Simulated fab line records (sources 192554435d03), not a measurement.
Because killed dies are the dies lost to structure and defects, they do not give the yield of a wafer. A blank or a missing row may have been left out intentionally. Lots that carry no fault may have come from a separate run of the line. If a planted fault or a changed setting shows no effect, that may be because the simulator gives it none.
Which tool is to blame? | flow n5-finfet | 72 wafers from 24 lots sampled at 6 of the route's 1938 steps

== WHAT THE GAUGES SHOWED, per wafer ==
N5_BEOL_M6_OCD_MEAS_38.
lot  | measured     | on     | trench-depth-nm (nm)
L074 | day 8 15:23  | ocd-02 | 96.8 91.0 94.5
L075 | day 8 19:47  | ocd-01 | 95.7 94.2 98.0
L076 | day 9 06:09  | ocd-01 | 95.8 93.8 95.6
L077 | day 9 06:19  | ocd-02 | 96.7 92.0 91.8
L078 | day 9 12:49  | ocd-01 | 92.0 92.2 95.6
L079 | day 9 19:28  | ocd-01 | 94.0 92.1 92.3
L080 | day 9 21:34  | ocd-01 | 96.0 92.9 93.7
L082 | day 10 09:43 | ocd-01 | 95.7 96.2 97.8
L081 | day 10 13:07 | ocd-02 | 95.4 89.7 94.5
L083 | day 10 18:51 | ocd-02 | 91.1 90.1 91.4
L084 | day 11 01:42 | ocd-01 | 96.9 91.9 95.0
L086 | day 11 04:40 | ocd-01 | 93.0 95.8 95.4
L085 | day 11 21:06 | ocd-02 | 96.0 94.4 96.7
L087 | day 11 21:30 | ocd-02 | 95.6 96.0 96.9
L088 | day 12 00:47 | ocd-02 | 96.9 89.4 95.3
L089 | day 12 01:15 | ocd-01 | 95.4 96.0 88.7
L090 | day 12 19:43 | ocd-01 | 95.1 94.5 89.4
L091 | day 13 02:11 | ocd-02 | 93.8 96.7 95.9
L092 | day 13 06:10 | ocd-02 | 95.0 96.5 93.9
L093 | day 13 08:11 | ocd-02 | 95.8 94.3 95.6
L094 | day 13 15:17 | ocd-02 | 92.2 93.7 93.3
L095 | day 13 20:23 | ocd-01 | 91.6 93.7 94.2
L097 | day 14 07:56 | ocd-02 | 92.5 93.9 93.0
L096 | day 14 08:00 | ocd-01 | 95.3 96.2 92.9

N5_BEOL_M7_OVL_MEAS_12.
lot  | measured     | on         | M7_OVL (nm)
L074 | day 8 20:08  | overlay-02 | 0.1 0.2 -0.1
L075 | day 9 02:56  | overlay-02 | -0.8 -0.4 -0.9
L076 | day 9 12:39  | overlay-01 | -0.2 -0.2 0.1
L077 | day 9 12:50  | overlay-02 | -0.1 0.4 -0.4
L078 | day 9 19:55  | overlay-02 | -0.6 1.1 -0.2
L079 | day 10 02:16 | overlay-02 | 0.2 0.4 0.1
L080 | day 10 02:47 | overlay-01 | -0.9 0.0 -1.9
L082 | day 10 14:08 | overlay-02 | 1.5 -0.9 0.6
L081 | day 10 19:40 | overlay-02 | 0.6 0.0 -0.3
L083 | day 10 23:11 | overlay-02 | -0.6 -0.9 -0.6
L084 | day 11 08:12 | overlay-02 | 1.5 -0.4 -1.0
L086 | day 11 10:44 | overlay-02 | 0.4 -0.2 1.5
L085 | day 12 01:41 | overlay-01 | 0.4 0.6 0.7
L087 | day 12 01:52 | overlay-01 | -1.1 0.1 -0.8
L088 | day 12 04:47 | overlay-02 | -1.0 -0.5 0.7
L089 | day 12 05:20 | overlay-01 | 1.0 0.0 0.9
L090 | day 13 02:43 | overlay-02 | 0.2 0.8 0.3
L091 | day 13 07:42 | overlay-02 | 0.1 0.8 -0.8
L092 | day 13 11:49 | overlay-02 | 0.7 -1.6 -0.9
L093 | day 13 12:42 | overlay-02 | -0.1 -0.5 -0.8
L094 | day 13 20:35 | overlay-02 | -0.2 -0.6 -0.4
L095 | day 14 03:56 | overlay-02 | 0.3 -2.4 -0.7
L097 | day 14 11:58 | overlay-01 | -1.0 -1.1 -0.8
L096 | day 14 12:13 | overlay-02 | 0.2 -1.4 -0.3

== WHAT TOOL EACH LOT RAN ON (gives the tool, then ch and the chambers of the sampled wafers, and finally the start) ==
lot  | N5_BEOL_M6_ETCH_65                 | N5_BEOL_M6_TRENCH_ETCH_37                     | N5_BEOL_M6_STRIP_80                           | N5_BEOL_M6_PRE_CLEAN_45
L074 | rie-diel-01 ch 0,1,2, day 8 15:01  | rie-diel-01 ch 0,1,2, day 8 15:23 or earlier  | rie-diel-01 ch 0,1,2, day 8 15:23 or earlier  | pvd-sputter-02, day 8 16:10
L075 | rie-diel-01 ch 1,2,3, day 8 19:25  | rie-diel-01 ch 1,2,3, day 8 19:47 or earlier  | rie-diel-01 ch 1,2,3, day 8 19:47 or earlier  | pvd-sputter-01, day 8 20:40
L076 | rie-diel-01 ch 1,2,3, day 9 05:47  | rie-diel-01 ch 1,2,3, day 9 06:09 or earlier  | rie-diel-01 ch 1,2,3, day 9 06:09 or earlier  | pvd-sputter-02, day 9 07:19
L077 | rie-diel-04 ch 0,1,2, day 9 05:57  | rie-diel-04 ch 0,1,2, day 9 06:19 or earlier  | rie-diel-04 ch 0,1,2, day 9 06:19 or earlier  | pvd-sputter-02, day 9 07:23
L078 | rie-diel-04 ch 0,1,3, day 9 12:26  | rie-diel-04 ch 0,1,3, day 9 12:49 or earlier  | rie-diel-04 ch 0,1,3, day 9 12:49 or earlier  | pvd-sputter-03, day 9 13:49
L079 | rie-diel-02 ch 1,2,3, day 9 19:06  | rie-diel-02 ch 1,2,3, day 9 19:28 or earlier  | rie-diel-02 ch 1,2,3, day 9 19:28 or earlier  | pvd-sputter-01, day 9 20:16
L080 | rie-diel-04 ch 0,3, day 9 21:11    | rie-diel-04 ch 0,3, day 9 21:34 or earlier    | rie-diel-04 ch 0,3, day 9 21:34 or earlier    | pvd-sputter-01, day 9 22:21
L082 | rie-diel-01 ch 1,2, day 10 09:20   | rie-diel-01 ch 1,2, day 10 09:43 or earlier   | rie-diel-01 ch 1,2, day 10 09:43 or earlier   | pvd-sputter-03, day 10 10:27
L081 | rie-diel-01 ch 0,1,2, day 10 12:44 | rie-diel-01 ch 0,1,2, day 10 13:07 or earlier | rie-diel-01 ch 0,1,2, day 10 13:07 or earlier | pvd-sputter-03, day 10 14:19
L083 | rie-diel-04 ch 1,3, day 10 18:28   | rie-diel-04 ch 1,3, day 10 18:51 or earlier   | rie-diel-04 ch 1,3, day 10 18:51 or earlier   | pvd-sputter-02, day 10 19:54
L084 | rie-diel-04 ch 0,1,2, day 11 01:20 | rie-diel-04 ch 0,1,2, day 11 01:42 or earlier | rie-diel-04 ch 0,1,2, day 11 01:42 or earlier | pvd-sputter-02, day 11 02:27
L086 | rie-diel-04 ch 0,1, day 11 04:17   | rie-diel-04 ch 0,1, day 11 04:40 or earlier   | rie-diel-04 ch 0,1, day 11 04:40 or earlier   | pvd-sputter-03, day 11 06:45
L085 | rie-diel-01 ch 1,2,3, day 11 20:44 | rie-diel-01 ch 1,2,3, day 11 21:06 or earlier | rie-diel-01 ch 1,2,3, day 11 21:06 or earlier | pvd-sputter-02, day 11 21:55
L087 | rie-diel-01 ch 2,3, day 11 21:07   | rie-diel-01 ch 2,3, day 11 21:30 or earlier   | rie-diel-01 ch 2,3, day 11 21:30 or earlier   | pvd-sputter-01, day 11 22:07
L088 | rie-diel-01 ch 0,3, day 12 00:24   | rie-diel-01 ch 0,3, day 12 00:47 or earlier   | rie-diel-01 ch 0,3, day 12 00:47 or earlier   | pvd-sputter-01, day 12 01:20
L089 | rie-diel-01 ch 0,1,2, day 12 00:52 | rie-diel-01 ch 0,1,2, day 12 01:15 or earlier | rie-diel-01 ch 0,1,2, day 12 01:15 or earlier | pvd-sputter-03, day 12 01:49
L090 | rie-diel-01 ch 0,1,2, day 12 19:22 | rie-diel-01 ch 0,1,2, day 12 19:43 or earlier | rie-diel-01 ch 0,1,2, day 12 19:43 or earlier | pvd-sputter-01, day 12 20:57
L091 | rie-diel-02 ch 1,2,3, day 13 01:49 | rie-diel-02 ch 1,2,3, day 13 02:11 or earlier | rie-diel-02 ch 1,2,3, day 13 02:11 or earlier | pvd-sputter-02, day 13 02:51
L092 | rie-diel-01 ch 2,3, day 13 05:47   | rie-diel-01 ch 2,3, day 13 06:10 or earlier   | rie-diel-01 ch 2,3, day 13 06:10 or earlier   | pvd-sputter-02, day 13 07:07
L093 | rie-diel-01 ch 1,2, day 13 07:48   | rie-diel-01 ch 1,2, day 13 08:11 or earlier   | rie-diel-01 ch 1,2, day 13 08:11 or earlier   | pvd-sputter-02, day 13 09:10
L094 | rie-diel-02 ch 0,1,2, day 13 14:55 | rie-diel-02 ch 0,1,2, day 13 15:17 or earlier | rie-diel-02 ch 0,1,2, day 13 15:17 or earlier | pvd-sputter-03, day 13 15:52
L095 | rie-diel-04 ch 0,1,2, day 13 20:00 | rie-diel-04 ch 0,1,2, day 13 20:23 or earlier | rie-diel-04 ch 0,1,2, day 13 20:23 or earlier | pvd-sputter-01, day 13 21:22
L097 | rie-diel-02 ch 0,1,2, day 14 07:34 | rie-diel-02 ch 0,1,2, day 14 07:56 or earlier | rie-diel-02 ch 0,1,2, day 14 07:56 or earlier | pvd-sputter-02, day 14 08:29
L096 | rie-diel-04 ch 0,1,2, day 14 07:37 | rie-diel-04 ch 0,1,2, day 14 08:00 or earlier | rie-diel-04 ch 0,1,2, day 14 08:00 or earlier | pvd-sputter-01, day 14 08:34
- N5_BEOL_M6_ETCH_65: etches SiARC in CF4, target depth 15.6 nm, time 26 s.
- N5_BEOL_M6_TRENCH_ETCH_37: etches SiCOH lowk in C4F6/O2, target depth 94.435 nm, time 31.5 s.
- N5_BEOL_M6_STRIP_80: strips in N2/H2, time 10 s.
- N5_BEOL_M6_PRE_CLEAN_45: time 30 s.

== WHAT THE TOOLS THEMSELVES READ (means of the sampled wafers that have a number; where no wafer has one, the mark that the record gives instead) ==
N5_BEOL_M6_ETCH_65.
lot  | tool        | drypump-motor-current-A (A) | etch-rf-on-time-s (s) | oes-product-au (a.u.) | rf-vpp-V (V) | showerhead-plenum-p-Torr (Torr) | throttle-valve-pct (%)
L074 | rie-diel-01 | 6.1                         | 26.2                  | 0.74                  | 184.6        | 2.13                            | 15.6
L075 | rie-diel-01 | 6.0                         | 25.7                  | 0.76                  | 185.2        | 2.18                            | 15.6
L076 | rie-diel-01 | 5.9                         | 25.7                  | 0.76                  | 184.4        | 2.18                            | 15.6
L077 | rie-diel-04 | 6.0                         | 25.9                  | 0.68                  | 184.2        | 2.15                            | 15.5
L078 | rie-diel-04 | 5.9                         | 26.3                  | 0.69                  | 184.7        | 2.12                            | 15.6
L079 | rie-diel-02 | 6.0                         | 26.2                  | 0.66                  | 184.3        | 2.18                            | 15.6
L080 | rie-diel-04 | 5.4                         | 26.0                  | 0.65                  | 183.8        | 2.13                            | 15.7
L082 | rie-diel-01 | 6.0                         | 25.9                  | 0.78                  | 184.1        | 2.18                            | 15.4
L081 | rie-diel-01 | 6.0                         | 26.2                  | 0.71                  | 183.9        | 2.13                            | 15.6
L083 | rie-diel-04 | 5.7                         | 27.0                  | 0.62                  | 183.5        | 2.09                            | 15.9
L084 | rie-diel-04 | 6.0                         | 25.8                  | 0.76                  | 183.2        | 2.15                            | 15.4
L086 | rie-diel-04 | 6.1                         | 25.3                  | 0.74                  | 183.7        | 2.14                            | 15.2
L085 | rie-diel-01 | 6.0                         | 25.5                  | 0.73                  | 184.0        | 2.17                            | 15.6
L087 | rie-diel-01 | 6.2                         | 25.6                  | 0.73                  | 183.8        | 2.17                            | 15.6
L088 | rie-diel-01 | 5.7                         | 26.2                  | 0.63                  | 183.3        | 2.11                            | 16.0
L089 | rie-diel-01 | 6.0                         | 26.3                  | 0.70                  | 183.8        | 2.13                            | 15.6
L090 | rie-diel-01 | 6.0                         | 26.4                  | 0.69                  | 183.9        | 2.12                            | 15.7
L091 | rie-diel-02 | 6.0                         | 25.7                  | 0.73                  | 184.8        | 2.18                            | 15.5
L092 | rie-diel-01 | 6.2                         | 25.8                  | 0.72                  | 184.2        | 2.17                            | 15.6
L093 | rie-diel-01 | 6.0                         | 25.9                  | 0.74                  | 185.2        | 2.17                            | 15.5
L094 | rie-diel-02 | 6.1                         | 25.9                  | 0.65                  | 183.8        | 2.15                            | 15.7
L095 | rie-diel-04 | 5.9                         | 26.0                  | 0.73                  | 183.8        | 2.14                            | 15.4
L097 | rie-diel-02 | 6.1                         | 25.9                  | 0.64                  | 183.7        | 2.14                            | 15.7
L096 | rie-diel-04 | 6.0                         | 25.6                  | 0.72                  | 184.3        | 2.14                            | 15.4

N5_BEOL_M6_TRENCH_ETCH_37.
lot  | tool        | C4F6_flow_sccm (sccm) | drypump-motor-current-A (A) | oes-product-au (a.u.) | rf-vpp-V (V) | showerhead-plenum-p-Torr (Torr) | throttle-valve-pct (%)
L074 | rie-diel-01 | 10.01                 | 6.1                         | 0.87                  | 672          | 2.84                            | 20.90
L075 | rie-diel-01 | 10.01                 | 6.0                         | 0.90                  | 678          | 2.90                            | 20.94
L076 | rie-diel-01 | 9.97                  | 6.0                         | 0.89                  | 678          | 2.90                            | 20.97
L077 | rie-diel-04 | 9.99                  | 6.0                         | 0.80                  | 658          | 2.86                            | 20.82
L078 | rie-diel-04 | 10.00                 | 5.9                         | 0.80                  | 659          | 2.82                            | 20.86
L079 | rie-diel-02 | 9.99                  | 6.0                         | 0.77                  | 662          | 2.90                            | 20.90
L080 | rie-diel-04 | 10.01                 | 5.4                         | 0.76                  | 664          | 2.83                            | 21.01
L082 | rie-diel-01 | 10.02                 | 6.0                         | 0.92                  | 674          | 2.90                            | 20.80
L081 | rie-diel-01 | 10.02                 | 6.1                         | 0.84                  | 671          | 2.83                            | 20.92
L083 | rie-diel-04 | 9.97                  | 5.7                         | 0.72                  | 664          | 2.79                            | 21.19
L084 | rie-diel-04 | 10.00                 | 6.0                         | 0.88                  | 657          | 2.86                            | 20.74
L086 | rie-diel-04 | 10.00                 | 6.1                         | 0.85                  | 653          | 2.84                            | 20.57
L085 | rie-diel-01 | 10.00                 | 5.9                         | 0.86                  | 678          | 2.89                            | 20.99
L087 | rie-diel-01 | 10.02                 | 6.2                         | 0.87                  | 683          | 2.89                            | 20.94
L088 | rie-diel-01 | 10.00                 | 5.7                         | 0.75                  | 672          | 2.80                            | 21.34
L089 | rie-diel-01 | 10.02                 | 6.0                         | 0.82                  | 671          | 2.83                            | 20.94
L090 | rie-diel-01 | 10.01                 | 6.1                         | 0.81                  | 671          | 2.82                            | 20.93
L091 | rie-diel-02 | 9.99                  | 5.9                         | 0.86                  | 662          | 2.89                            | 20.82
L092 | rie-diel-01 | 9.98                  | 6.2                         | 0.83                  | 683          | 2.89                            | 20.96
L093 | rie-diel-01 | 9.95                  | 6.0                         | 0.87                  | 674          | 2.89                            | 20.85
L094 | rie-diel-02 | 10.01                 | 6.1                         | 0.75                  | 656          | 2.85                            | 20.97
L095 | rie-diel-04 | 9.98                  | 6.0                         | 0.84                  | 656          | 2.84                            | 20.78
L097 | rie-diel-02 | 10.05                 | 6.1                         | 0.75                  | 656          | 2.85                            | 20.96
L096 | rie-diel-04 | 9.99                  | 6.0                         | 0.84                  | 656          | 2.84                            | 20.78

N5_BEOL_M6_STRIP_80.
lot  | tool        | drypump-motor-current-A (A) | oes-product-au (a.u.) | rf-vpp-V (V) | showerhead-plenum-p-Torr (Torr) | throttle-valve-pct (%)
L074 | rie-diel-01 | 6.1                         | 0.88                  | 58.6         | 2.53                            | 23.6
L075 | rie-diel-01 | 6.0                         | 0.90                  | 59.5         | 2.59                            | 23.7
L076 | rie-diel-01 | 6.0                         | 0.89                  | 59.1         | 2.58                            | 23.7
L077 | rie-diel-04 | 6.0                         | 0.80                  | 59.2         | 2.56                            | 23.6
L078 | rie-diel-04 | 5.9                         | 0.81                  | 59.5         | 2.52                            | 23.7
L079 | rie-diel-02 | 6.0                         | 0.78                  | 59.2         | 2.58                            | 23.5
L080 | rie-diel-04 | 5.4                         | 0.76                  | 59.2         | 2.54                            | 23.9
L082 | rie-diel-01 | 6.0                         | 0.92                  | 59.6         | 2.59                            | 23.6
L081 | rie-diel-01 | 6.1                         | 0.84                  | 58.6         | 2.52                            | 23.6
L083 | rie-diel-04 | 5.7                         | 0.73                  | 59.7         | 2.49                            | 24.0
L084 | rie-diel-04 | 6.0                         | 0.89                  | 58.7         | 2.55                            | 23.5
L086 | rie-diel-04 | 6.1                         | 0.86                  | 59.6         | 2.55                            | 23.3
L085 | rie-diel-01 | 6.0                         | 0.86                  | 60.8         | 2.58                            | 23.7
L087 | rie-diel-01 | 6.2                         | 0.86                  | 59.5         | 2.57                            | 23.5
L088 | rie-diel-01 | 5.7                         | 0.75                  | 58.0         | 2.50                            | 24.2
L089 | rie-diel-01 | 6.0                         | 0.83                  | 58.9         | 2.52                            | 23.6
L090 | rie-diel-01 | 6.1                         | 0.82                  | 59.5         | 2.51                            | 23.6
L091 | rie-diel-02 | 6.0                         | 0.86                  | 59.9         | 2.57                            | 23.4
L092 | rie-diel-01 | 6.2                         | 0.84                  | 58.9         | 2.56                            | 23.5
L093 | rie-diel-01 | 6.0                         | 0.88                  | 59.8         | 2.58                            | 23.6
L094 | rie-diel-02 | 6.1                         | 0.76                  | 60.3         | 2.54                            | 23.7
L095 | rie-diel-04 | 6.0                         | 0.84                  | 58.7         | 2.54                            | 23.5
L097 | rie-diel-02 | 6.1                         | 0.76                  | 59.9         | 2.54                            | 23.7
L096 | rie-diel-04 | 6.0                         | 0.83                  | 58.9         | 2.54                            | 23.5

N5_BEOL_M6_PRE_CLEAN_45.
lot  | tool           | heater-power-w (W)
L074 | pvd-sputter-02 | 318
L075 | pvd-sputter-01 | 307
L076 | pvd-sputter-02 | 343
L077 | pvd-sputter-02 | 349
L078 | pvd-sputter-03 | 309
L079 | pvd-sputter-01 | 324
L080 | pvd-sputter-01 | 368
L082 | pvd-sputter-03 | 302
L081 | pvd-sputter-03 | 303
L083 | pvd-sputter-02 | 311
L084 | pvd-sputter-02 | 324
L086 | pvd-sputter-03 | 293
L085 | pvd-sputter-02 | 335
L087 | pvd-sputter-01 | 334
L088 | pvd-sputter-01 | 356
L089 | pvd-sputter-03 | 326
L090 | pvd-sputter-01 | 329
L091 | pvd-sputter-02 | 342
L092 | pvd-sputter-02 | 322
L093 | pvd-sputter-02 | 329
L094 | pvd-sputter-03 | 328
L095 | pvd-sputter-01 | 329
L097 | pvd-sputter-02 | 326
L096 | pvd-sputter-01 | 331

== THE ANSWER, worked out from the rows above alone ==
Rule: the usual values come from the lots themselves. The widest of any qualifying gaps counts: lots, ordered by their means at a reading, are off when they make up no more than a third of the lots, leave a main group of 4 or more, and stand apart from it by 3 or more times the standard deviation of that group's means. Not used: any main group whose means are identical at the precision the tables above print for the reading. Also off: a lot with no number at a reading for which 4 or more lots have one. Any other lot the step has rows for is counted as sound. The gauges are gone through in route order, then the tools' own readings, and for those a lot's mean is taken as printed above. At the first step where some lot is off, the reading lying furthest off is the one used; lots without a number count as furthest.
Across all readings shown, no lot is off: no conclusion can be drawn from this.

== WHAT WAS PUT IN BY THE SIMULATOR ==
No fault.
